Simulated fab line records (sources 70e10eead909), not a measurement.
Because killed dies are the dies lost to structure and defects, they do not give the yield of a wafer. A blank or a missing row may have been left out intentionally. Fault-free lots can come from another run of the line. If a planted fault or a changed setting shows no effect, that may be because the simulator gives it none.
What tool caused it?	flow nand-harc	41 wafers from 14 lots sampled at 5 of the route's 1159 steps

## WHAT EACH GAUGE READ, for each wafer
NHARC_P_CONTACT_INSPECT_27. Usual: raw-defect-count 275, standard deviation 90.
lot	measured	on	raw-defect-count	flag
L317	day 8 05:57	defect-inspect-01	191 528 173	
L319	day 8 06:30	defect-inspect-01	261 394 300	
L318	day 8 07:01	defect-inspect-01	195 244 266	
L316	day 8 10:12	defect-inspect-01	197 192 162	
L320	day 8 10:53	defect-inspect-01	314 187 420	
L323	day 8 19:53	defect-inspect-01	256 250 169	
L322	day 8 21:10	defect-inspect-02	260 303 324	
L321	day 8 21:17	defect-inspect-01	102 255 222	
L324	day 9 02:07	defect-inspect-02	185 194 205	
L327	day 9 08:07	defect-inspect-02	215 169	
L329	day 9 09:04	defect-inspect-02	203 160 154	
L334	day 10 00:31	defect-inspect-02	385 267 258	
L336	day 10 15:01	defect-inspect-02	313 408 413	
L338	day 11 06:45	defect-inspect-02	191 199 231	

NHARC_END_SORT_01. Usual: killed-at-array 29, standard deviation 11; killed-at-other 0.5, standard deviation 0.85; killed-at-periphery 3.0, standard deviation 2.3; killed-dies 33, standard deviation 12; killed-open 3.3, standard deviation 1.9; killed-short 2.0, standard deviation 1.5.
lot	measured	on	killed-at-array	killed-at-other	killed-at-periphery	killed-dies	killed-open	killed-short	flag
L327	day 26 23:06	prober-02	16 25	0 0	2 438	18 463	2 3	3 2	OFF
L329	day 26 15:18	prober-02	52 40 53	0 3 4	7 8 367	59 51 424	4 4 5	3 2 1	OFF

## EACH LOT AND THE TOOL THAT RAN IT (in order: tool; ch and the chambers of the sampled wafers; start)
lot	NHARC_P_CONTACT_DEP_30	NHARC_P_CONTACT_CMP_01	NHARC_P_CONTACT_ETCH_31
L317	pecvd-01 ch 1,2, day 7 23:04	cmp-03 ch 0,1,3, day 7 23:46	rie-diel-01 ch 1,3, day 8 01:32
L319	pecvd-03 ch 0,1, day 7 23:16	cmp-04 ch 0,1,2, day 7 23:59	rie-diel-12 ch 0,2,3, day 8 01:44
L318	pecvd-01 ch 0,1,2, day 8 00:17	cmp-03 ch 0,1,3, day 8 01:02	rie-diel-12 ch 0,1,2, day 8 02:49
L316	pecvd-01 ch 0,1,2, day 8 05:25	cmp-04 ch 0,1,3, day 8 06:08	rie-diel-12 ch 0,3, day 8 07:52
L320	pecvd-03 ch 0,1,2, day 8 05:51	cmp-01 ch 0,2,3, day 8 06:35	rie-diel-01 ch 2,3, day 8 08:27
L323	pecvd-03 ch 1,2, day 8 11:16	cmp-04 ch 0,1,3, day 8 12:02	rie-diel-01 ch 0,3, day 8 13:54
L322	pecvd-01 ch 0,1,2, day 8 12:42	cmp-03 ch 0,1,3, day 8 13:21	rie-diel-12 ch 2,3, day 8 15:16
L321	pecvd-03 ch 0,1,2, day 8 13:13	cmp-03 ch 0,2,3, day 8 13:52	rie-diel-12 ch 2,3, day 8 15:39
L324	pecvd-03 ch 0,2, day 8 17:17	cmp-04 ch 1,3, day 8 17:59	rie-diel-12 ch 1,2,3, day 8 19:44
L327	pecvd-01 ch 0, day 9 01:53	cmp-04 ch 0,3, day 9 02:37	rie-diel-12 ch 0,2, day 9 04:19
L329	pecvd-01 ch 1,2, day 9 02:55	cmp-04 ch 0,1,2, day 9 03:35	rie-diel-12 ch 2,3, day 9 05:22
L334	pecvd-02 ch 0,1,2, day 9 17:30	cmp-01 ch 0,3, day 9 18:13	rie-diel-01 ch 1,2,3, day 9 19:52
L336	pecvd-01 ch 1,2, day 10 10:19	cmp-04 ch 2,3, day 10 11:02	rie-diel-01 ch 0,2,3, day 10 12:41
L338	pecvd-03 ch 0,1,2, day 11 00:04	cmp-01 ch 0,2, day 11 00:44	rie-diel-11 ch 0,2,3, day 11 02:28
- NHARC_P_CONTACT_DEP_30: deposits SiNx, target thk 30 nm.
- NHARC_P_CONTACT_CMP_01: polishes SiO2, target thk 200 nm.
- NHARC_P_CONTACT_ETCH_31: etches the open film in CH3F/O2, target depth 30 nm, time 85.7 s.

## AS READ BY THE TOOLS THEMSELVES (means over the sampled wafers that have a number; for cases with no such wafer, the mark the record gives instead)
NHARC_P_CONTACT_DEP_30. Usual: heater-power-w 746 W, standard deviation 69.
lot	tool	heater-power-w (W)	flag
L317	pecvd-01	803	
L319	pecvd-03	756	
L318	pecvd-01	719	
L316	pecvd-01	738	
L320	pecvd-03	769	
L323	pecvd-03	711	
L322	pecvd-01	731	
L321	pecvd-03	773	
L324	pecvd-03	791	
L327	pecvd-01	704	
L329	pecvd-01	851	
L334	pecvd-02	760	
L336	pecvd-01	795	
L338	pecvd-03	725	

NHARC_P_CONTACT_CMP_01. Usual: edge-zone-pressure-frac 1.000, standard deviation 0.0047; motor-current-A 12.1 A, standard deviation 1.4.
lot	tool	edge-zone-pressure-frac	motor-current-A (A)	flag
L317	cmp-03	1.003	12.0	
L319	cmp-04	1.002	12.1	
L318	cmp-03	1.000	11.7	
L316	cmp-04	1.001	11.9	
L320	cmp-01	0.999	12.3	
L323	cmp-04	0.999	12.2	
L322	cmp-03	1.003	11.6	
L321	cmp-03	1.001	11.8	
L324	cmp-04	1.000	12.1	
L327	cmp-04	1.000	11.5	
L329	cmp-04	1.003	12.2	
L334	cmp-01	1.003	12.4	
L336	cmp-04	1.001	12.6	
L338	cmp-01	0.992	11.7	

NHARC_P_CONTACT_ETCH_31. Usual: drypump-motor-current-A 5.8 A, standard deviation 0.37; oes-product-au 0.982 a.u., standard deviation 0.01; rf-vpp-V 244.8 V, standard deviation 1.7; showerhead-plenum-p-Torr 2.49 Torr, standard deviation 0.11; throttle-valve-pct 20.665 %, standard deviation 0.0096.
lot	tool	drypump-motor-current-A (A)	oes-product-au (a.u.)	rf-vpp-V (V)	showerhead-plenum-p-Torr (Torr)	throttle-valve-pct (%)	flag
L317	rie-diel-01	6.2	0.972	243.2	2.40	20.672	
L319	rie-diel-12	5.5	0.986	244.1	2.47	20.662	
L318	rie-diel-12	5.7	0.986	244.2	2.43	20.660	
L316	rie-diel-12	5.6	0.985	244.2	2.48	20.663	
L320	rie-diel-01	5.8	0.990	245.7	2.50	20.669	
L323	rie-diel-01	5.9	0.984	245.2	2.49	20.656	
L322	rie-diel-12	5.7	0.990	246.3	2.55	20.667	
L321	rie-diel-12	5.5	0.984	245.2	2.46	20.653	
L324	rie-diel-12	5.8	0.983	245.3	2.51	20.664	
L327	rie-diel-12	5.4	0.820	243.1	2.38	20.666	OFF
L329	rie-diel-12	5.5	0.859	243.4	2.46	20.671	OFF
L334	rie-diel-01	6.0	0.973	244.1	2.47	20.670	
L336	rie-diel-01	5.9	0.971	245.4	2.52	20.663	
L338	rie-diel-11	5.8	0.967	244.1	2.50	20.658	

## THE ANSWER, worked out from the rows above alone
Rule: a lot is off if the mean of its wafers that have a number lies more than 3 standard deviations from the usual mean. Also off: a lot with no number at a reading for which 4 or more lots have one. Where the step has rows for the other lots, those lots are counted as sound. After the gauges, taken in route order, come the tools' own readings; for these a lot's mean is taken, as printed above. At the first step where some lot is off, the reading lying furthest off is the one used; lots without a number count as furthest.
Off: L327, L329, at NHARC_END_SORT_01 (killed-at-periphery). Neither off nor sound, because the step has no rows for them: L317, L319, L318, L316, L320, L323, L322, L321, L324, L334, L336, L338.
If a tool, at a process step before that reading, ran all the lots that are off and no sound lot after the first of them, it fits. Not tried: the gauges at NHARC_END_SORT_01; whatever is off there is also off at NHARC_P_CONTACT_ETCH_31, on other tools, and gauge error can't account for it. Can't be told from this: 3 tools fit, pecvd-01 at NHARC_P_CONTACT_DEP_30, cmp-04 at NHARC_P_CONTACT_CMP_01, rie-diel-12 at NHARC_P_CONTACT_ETCH_31.

## WHAT HAD BEEN PUT IN BY THE SIMULATOR
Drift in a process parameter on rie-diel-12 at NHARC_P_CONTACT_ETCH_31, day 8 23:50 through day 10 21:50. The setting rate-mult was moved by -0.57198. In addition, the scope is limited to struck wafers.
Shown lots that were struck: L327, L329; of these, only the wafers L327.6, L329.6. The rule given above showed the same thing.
